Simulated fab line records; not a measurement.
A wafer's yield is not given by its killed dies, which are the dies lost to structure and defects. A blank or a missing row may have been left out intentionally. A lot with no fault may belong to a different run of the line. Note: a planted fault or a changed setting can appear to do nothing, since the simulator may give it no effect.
Matching of chambers	flow nand-harc	NHARC_A_STAIRCASE_DESCUM_11 on rie-diel-04: 4 sister chambers
The step chemistry O2, time 3 s. 20 wafers are shown with their chamber, then 10 later ones without.

== WAFERS PAIRED WITH THEIR CHAMBERS ==
wafer	chamber	drypump-motor-current-A (A)	showerhead-plenum-p-Torr (Torr)	oes-product-au (a.u.)
L075.2	3	5.6	1.80	1.025
L075.4	0	6.7	1.95	1.004
L075.5	1	4.7	1.92	1.000
L077.2	3	5.6	1.80	1.011
L077.4	1	4.7	1.92	0.992
L077.6	2	5.6	1.95	1.004
L080.1	1	4.7	1.91	0.996
L080.5	2	5.6	1.95	0.997
L080.6	3	5.6	1.80	1.004
L085.1	2	5.6	1.94	0.995
L085.5	1	4.7	1.91	1.000
L085.6	2	5.6	1.94	0.992
L088.1	3	5.6	1.79	1.001
L088.3	2	5.6	1.94	0.982
L088.4	1	4.6	1.91	1.010
L090.1	0	6.7	1.94	1.002
L090.2	3	5.6	1.79	0.998
L090.4	2	5.6	1.94	0.994
L094.1	2	5.6	1.94	0.979
L094.3	0	6.7	1.94	0.994

SIGNATURES, as means of the wafers listed above
reading	chamber 0	chamber 1	chamber 2	chamber 3	scatter within a chamber
drypump-motor-current-A	6.700	4.680	5.600	5.600	0.0224
showerhead-plenum-p-Torr	1.9433	1.9140	1.9429	1.7960	0.0053
oes-product-au	1.00000	0.99960	0.99186	1.00780	0.00847
Rule: distance of a wafer from a chamber = root of the sum over the readings of ((wafer's reading minus chamber's mean) / reading's scatter) squared. If the next closest chamber is less than 2 further off than the closest, the wafer can't be placed; otherwise it belongs to the closest. The scatter: take each reading less its chamber's mean, square it, sum over the shown wafers, divide by the number of wafers less the number of chambers, and take the root.

== WAFERS WITHOUT THEIR CHAMBER ==
wafer	drypump-motor-current-A (A)	showerhead-plenum-p-Torr (Torr)	oes-product-au (a.u.)
L094.5	5.6	1.79	0.995
L095.1	5.6	1.94	0.987
L095.4	5.6	1.79	0.990
L095.6	4.7	1.90	0.995
L096.1	5.6	1.79	0.998
L096.5	4.7	1.90	1.003
L096.6	6.7	1.94	0.984
L097.2	5.6	1.79	1.006
L097.4	4.7	1.90	1.000
L097.5	6.7	1.94	0.998

== CHAMBER TAKEN BY EACH ==
wafer	from the rows above	in truth
L094.5	3	3
L095.1	2	2
L095.4	3	3
L095.6	1	1
L096.1	3	3
L096.5	1	1
L096.6	0	0
L097.2	3	3
L097.4	1	1
L097.5	0	0
10 of 10 placed correctly. Not placeable from these rows: 0. Placed wrongly: 0.
